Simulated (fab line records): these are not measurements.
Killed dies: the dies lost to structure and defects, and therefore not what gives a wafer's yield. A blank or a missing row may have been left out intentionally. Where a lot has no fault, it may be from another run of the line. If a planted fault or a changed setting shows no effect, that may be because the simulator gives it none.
One fault seen from 2 desks ; flow n5_finfet ; every desk sees just its own numbers, and what lay behind them comes last

== FOR THE TOOL OWNER'S DESK: pecvd-02 ==
The tool's own readings at N5_FIN_SAQP_PECVD_48 (deposits SiNx from SiH4/NH3/N2, target thk 25 nm, time 22.1 s): means of the sampled wafers that have a number, for each lot that ran on this tool. If a lot's mean is further than 4 standard deviations from the usual mean, the lot is out of limits and carries the mark OUT (the distance appears in the brackets).
Columns: A = heater_power_w at N5_FIN_SAQP_PECVD_48, usual 751 W; B = showerhead_plenum_p_Torr at N5_FIN_SAQP_PECVD_48, usual 5.19 Torr; C = throttle_valve_pct at N5_FIN_SAQP_PECVD_48, usual 39.5 %
lot;first seen here;A;B;C
L288;day 1 21:01;811;5.16;40.0
L295;day 3 15:54;915;5.12;39.7
L301;day 5 05:38;748;5.19;41.0
L304;day 5 21:34;834;5.14;40.5
L305;day 6 03:22;903;5.13;40.8
Finding of this desk: none of the 5 lots has anything out of limits.

== THE METROLOGY DESK ==
Lot by lot, what the gauges showed, no matter which tool ran the lot: averages of those sampled wafers that carry a number. If a lot's mean is further than 4 standard deviations from the usual mean, the lot is out of limits and carries the mark OUT (the distance appears in the brackets). 7 of its 10 readings are shown, namely those furthest out on some lot.
Columns: A = DIBL_N at N5_BEOL_M4_RC_MEAS_101, usual 36.9 mV/V; B = DIBL_P at N5_BEOL_M4_RC_MEAS_101, usual 36.7 mV/V; C = IOFF_N at N5_BEOL_M4_RC_MEAS_101, usual 0.17 nA/um; D = ION_N at N5_BEOL_M4_RC_MEAS_101, usual 674 uA/um; E = ION_P at N5_BEOL_M4_RC_MEAS_101, usual 461 uA/um; F = SS_N at N5_BEOL_M4_RC_MEAS_101, usual 71.7 mV/dec; G = VT_N at N5_BEOL_M4_RC_MEAS_101, usual 249 mV
lot;first seen here;A;B;C;D;E;F;G
L288;day 8 01:31;35.9;35.7;0.14;666;456;71.3;252
L289;day 9 00:19;36.9;36.4;0.17;672;457;71.5;250
L295;day 9 08:10;36.3;36.7;0.16;674;466;71.2;248
L301;day 11 10:17;37.3;37.9;0.18;684;458;71.6;248
L304;day 11 13:10;37.2;36.7;0.16;666;456;72.2;250
L305;day 12 07:14;33.9;33.4;0.12;657;456;70.9;252
L308;day 13 01:27;35.9;37.4;0.16;682;463;71.0;249
L309;day 13 05:11;34.4;33.5;0.13;664;459;71.0;255
L310;day 13 07:12;37.1;38.0;0.19;679;471;71.9;247
Finding of this desk: none of the 9 lots has anything out of limits.

== TAKEN TOGETHER ==
The desk of the tool owner found nothing out of limits.
From the metrology desk's view, nothing was out of limits.

== WHAT HAD BEEN PUT IN BY THE SIMULATOR ==
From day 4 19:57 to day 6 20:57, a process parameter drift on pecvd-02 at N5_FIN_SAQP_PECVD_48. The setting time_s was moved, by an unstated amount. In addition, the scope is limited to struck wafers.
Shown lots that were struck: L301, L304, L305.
